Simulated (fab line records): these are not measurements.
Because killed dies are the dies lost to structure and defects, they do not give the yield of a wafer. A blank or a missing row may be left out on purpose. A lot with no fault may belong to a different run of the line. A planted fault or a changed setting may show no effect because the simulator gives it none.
Matching of chambers | flow nandHarc | NHARC_A_BLC_STRIP_29 on rieDiel-13: 4 sister chambers
The step strips in CF4. 4 wafers are shown with their chamber, then 10 later ones without.

== EACH WAFER AND ITS CHAMBER ==
wafer  | chamber | oesProductAu (a.u.)
L081.5 | 3       | 1.006
L080.1 | 0       | 0.992
L085.1 | 1       | 0.995
L085.4 | 2       | 0.998

== WAFERS MISSING THEIR CHAMBER ==
wafer  | oesProductAu (a.u.)
L085.6 | 0.996
L093.1 | 1.000
L093.4 | 0.998
L093.5 | 1.011
L094.1 | 1.002
L094.2 | 1.001
L094.4 | 0.994
L096.1 | 0.998
L096.5 | 1.001
L096.6 | 1.005

== WHICH CHAMBER EACH ONE RAN IN ==
wafer  | from the rows above          | in truth
L085.6 | can't be placed: 1 or 2 or 0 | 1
L093.1 | can't be placed: 2 or 1 or 3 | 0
L093.4 | can't be placed: 2 or 1      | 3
L093.5 | 3                            | 3
L094.1 | can't be placed: 2 or 3 or 1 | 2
L094.2 | can't be placed: 2 or 3 or 1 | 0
L094.4 | can't be placed: 1 or 0 or 2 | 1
L096.1 | can't be placed: 2 or 1      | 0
L096.5 | can't be placed: 2 or 3 or 1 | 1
L096.6 | 3                            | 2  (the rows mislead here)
Correctly placed: 1 of 10. Not placeable from these rows: 8 (in 4, the candidates include the true chamber). Number placed wrongly: 1.
How it was worked out, from the rows above alone: a wafer's distance from a chamber is the root of the sum, over the readings, of the square of ((its reading less the chamber's mean) divided by the reading's scatter). If the next closest chamber is less than 2 further off than the closest, the wafer can't be placed; otherwise it belongs to the closest. Each chamber's mean is taken over the wafers shown for it. The scatter: root of mean squared gap, hidden wafer to nearest shown wafer, with one shown wafer a chamber.
